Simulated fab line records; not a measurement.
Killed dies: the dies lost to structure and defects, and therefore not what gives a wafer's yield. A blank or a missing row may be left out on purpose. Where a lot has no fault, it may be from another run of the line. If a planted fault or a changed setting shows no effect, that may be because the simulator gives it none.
2 desks, one fault | flow n5 finfet | numbers are kept per desk, each desk with only its own; the story behind them comes last

== THE TOOL OWNER'S DESK: litho track-02 ==
The tool's own readings at N5_BEOL_M13_COAT_66 (time 60 s, resist thk 110 nm): means of the sampled wafers that have a number, for each lot that ran on this tool. The brackets show how far a lot's mean lies from the usual mean; more than 4 standard deviations puts the lot out of limits, marked OUT.
Columns: A = exhaust pa at N5_BEOL_M13_COAT_66, usual 44.9 Pa; B = spin speed rpm at N5_BEOL_M13_COAT_66, usual 1500.1 rpm
lot  | first seen here | A    | B
L758 | day 11 02:59    | 46.2 | 1499.6
L763 | day 12 04:45    | 45.1 | 1500.8
L769 | day 13 18:29    | 45.9 | 1578.6 (+93) OUT
L770 | day 14 10:13    | 44.3 | 1578.7 (+94) OUT
Finding of this desk: L769, L770 out of limits; the first was L769 at day 13 18:29, on spin speed rpm at N5_BEOL_M13_COAT_66. L758, L763: within limits.

== METROLOGY DESK ==
Means of the sampled wafers that have a number, per lot and without regard to the tool the lot ran on: this is what the gauges read. The brackets show how far a lot's mean lies from the usual mean; more than 4 standard deviations puts the lot out of limits, marked OUT.
Columns: A = cd nm at N5_BEOL_M13_CD_MEAS_10, usual 190.0 nm
lot  | first seen here | A
L758 | day 11 02:20    | 188.9
L759 | day 11 13:41    | 187.9
L763 | day 12 03:58    | 189.8
L764 | day 13 02:44    | 189.3
L769 | day 13 17:50    | 189.3
L770 | day 14 09:33    | 191.9
L771 | day 14 12:35    | 190.3
L772 | day 14 15:58    | 189.7
L773 | day 15 05:45    | 189.4
L778 | day 15 17:08    | 191.4
L779 | day 16 07:01    | 189.9
Finding of this desk: none of the 11 lots has anything out of limits.

== PUT TOGETHER ==
On L769, L770, at day 13 18:29, an alarm was possible from the tool owner's desk.
Metrology desk: nothing out of limits seen.
The metrology desk holds a record of L769, L770, inside its limits.
On litho track-02, each named lot ran N5_BEOL_M13_COAT_66.

== WHAT HAD BEEN PUT IN BY THE SIMULATOR ==
Process parameter drift: litho track-02, from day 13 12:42 on, at N5_BEOL_M13_COAT_66. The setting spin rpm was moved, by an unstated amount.
Shown lots that were struck: L769, L770.
Delay in hours, fault start to first out-of-limits reading, by desk: the tool owner's desk at 6.
